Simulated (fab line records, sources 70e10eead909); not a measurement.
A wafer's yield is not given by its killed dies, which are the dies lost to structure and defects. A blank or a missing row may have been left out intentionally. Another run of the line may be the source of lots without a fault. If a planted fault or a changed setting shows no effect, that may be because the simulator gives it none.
Code-filled problem report in 8D (eight disciplines) form | flow nandHarc | the parts of the form that need people (team, actions taken, sign-off) are left out

1. WHAT WENT WRONG
Mean of killedDies at NHARC_END_SORT_01: 529 across 4 wafers in 3 lots; on wafers with no fault it is 31 (standard deviation 12). Measured from the usual mean, that is +41 standard deviations.
First observed at day 24 14:51: wafer L508.5, on prober-01. At this step, 9 wafers from 3 lots have a number in the record. Rule for "out" (also "out of limits"): further than 4 standard deviations from the usual mean. The other wafers with a number count as sound.

2. WHAT IT IS, WHAT IT ISN'T
question                    | is                             | is not
which readings at this step | killedDies, killedAtArray      | killedShort
which lots                  | L508, L510, L511               | -
which wafers of those lots  | L508.5, L508.6, L510.5, L511.6 | L508.4, L510.1, L510.3, L511.1, L511.3
read on which gauges        | prober-01, prober-02           | -
when                        | from day 24 14:51              | up to then (1 sound wafer); but 4 sound wafers of L510, L511 came after

3. THE SUSPECTS, EACH WITH WHAT RULES IT OUT
Counting: if a tool at a process step up to the reading ran every lot that is out, it stays a suspect. Sound lots after the first of them don't rule it out here, since some wafers of a struck lot are sound.
- ruled out: the gauge at NHARC_END_SORT_01. The wafers that are out were read on 2 gauges (prober-01, prober-02).
- rieDiel-11 at NHARC_A_STAIRCASE_TRIM_24 (chemistry O2, time 211.2 s): kept. It ran every lot that is out, first L510 (day 13 03:59). Its own runLengthS readings are out on those wafers.
- rieDiel-11 at NHARC_A_STAIRCASE_TRIM_26 (chemistry O2, time 211.2 s): kept. It ran every lot that is out, first L508 (day 24 14:04). NHARC_A_STAIRCASE_TRIM_26: start missing for some lots; hours and lot order therefore follow NHARC_END_SORT_01.
The count leaves rieDiel-11 at NHARC_A_STAIRCASE_TRIM_26 and rieDiel-11 at NHARC_A_STAIRCASE_TRIM_24.

4. THE CAUSE (what the simulator had put in)
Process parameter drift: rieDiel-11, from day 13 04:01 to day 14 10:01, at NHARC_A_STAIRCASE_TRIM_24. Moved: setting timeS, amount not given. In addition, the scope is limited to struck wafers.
This tool is one of the 2 suspects left after counting.

5. THE EFFECT CHAIN, in route order
Each row: a reading whose mean over the struck wafers that have a number lies more than 3 standard deviations from the usual. Only readings whose record carries a usual standard deviation are examined. hours: median over the lots of the time between each lot's start at the first step of this table that gives one and its start at this step. sigmas: the change, counted in usual standard deviations.
hours | step                      | reading       | usual   | on struck wafers | change | sigmas
0     | NHARC_A_STAIRCASE_TRIM_24 | runLengthS    | 232.1 s | 154.3            | -77.8  | -99 or more
275   | NHARC_END_SORT_01         | killedAtArray | 27      | 522              | +495   | +41
275   | NHARC_END_SORT_01         | killedDies    | 31      | 529              | +498   | +41
The process steps in it:
- NHARC_A_STAIRCASE_TRIM_24: chemistry O2, time 211.2 s.

6. WHAT WOULD HAVE CAUGHT IT SOONER
Counted from the fault's start at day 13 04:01, it took 275 hours until the first out-of-limits reading at a measuring or inspecting step in this record, taken at day 24 14:51.
At NHARC_A_STAIRCASE_TRIM_24, the tool's own readings (runLengthS) were out on each struck wafer the step has a row for, so an alarm limit on them would have fired on the first such wafer.
The start of NHARC_A_STAIRCASE_TRIM_24 on rieDiel-11 came by day 24 14:51 for every one of the lots that are out (3). None of them would have been spared by holding the tool at that moment.
